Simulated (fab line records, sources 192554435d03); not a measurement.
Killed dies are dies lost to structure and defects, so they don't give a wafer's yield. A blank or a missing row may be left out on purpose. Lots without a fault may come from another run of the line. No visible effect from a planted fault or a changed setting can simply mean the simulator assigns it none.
Chamber matching :: flow n5_finfet :: N5_ILD0_ALD_15 on ald_sin-01: 4 sister chambers
The step deposits SiNx, target thk 24 nm, pulse time 1 s, ald cycles 480. 4 wafers are shown with their chamber, then 10 later ones without.

WAFERS PAIRED WITH THEIR CHAMBERS
wafer: L089.4
chamber: 2
heater_power_w (W): 884

wafer: L089.5
chamber: 1
heater_power_w (W): 889

wafer: L093.1
chamber: 3
heater_power_w (W): 847

wafer: L093.3
chamber: 0
heater_power_w (W): 734

WAFERS WITH NO CHAMBER GIVEN
wafer: L093.4
heater_power_w (W): 878

wafer: L095.4
heater_power_w (W): 847

wafer: L095.5
heater_power_w (W): 849

wafer: L095.6
heater_power_w (W): 890

wafer: L096.4
heater_power_w (W): 892

wafer: L096.5
heater_power_w (W): 709

wafer: L096.6
heater_power_w (W): 850

wafer: L097.1
heater_power_w (W): 727

wafer: L097.4
heater_power_w (W): 839

wafer: L097.5
heater_power_w (W): 905

WHICH CHAMBER EACH WENT THROUGH
wafer: L093.4
from the rows above: can't be placed: 2 or 1
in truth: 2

wafer: L095.4
from the rows above: 3
in truth: 3

wafer: L095.5
from the rows above: 3
in truth: 3

wafer: L095.6
from the rows above: can't be placed: 1 or 2
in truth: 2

wafer: L096.4
from the rows above: can't be placed: 1 or 2
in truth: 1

wafer: L096.5
from the rows above: 0
in truth: 0

wafer: L096.6
from the rows above: 3
in truth: 3

wafer: L097.1
from the rows above: 0
in truth: 0

wafer: L097.4
from the rows above: 3
in truth: 3

wafer: L097.5
from the rows above: can't be placed: 1 or 2
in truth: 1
6 of 10 placed correctly. Unplaceable from these rows: 4, with the true chamber sitting among the candidates in 4. Number placed wrongly: 0.
How it was worked out, from the rows above alone: a wafer's distance from a chamber is the root of the sum, over the readings, of the square of ((its reading less the chamber's mean) divided by the reading's scatter). The wafer belongs to the nearest chamber; if the next one is less than 2 further off, it can't be placed. Each chamber's mean is taken over the wafers shown for it. The scatter (one wafer shown for each chamber): square how far every hidden wafer sits from the nearest shown wafer, average those squares and take the square root.
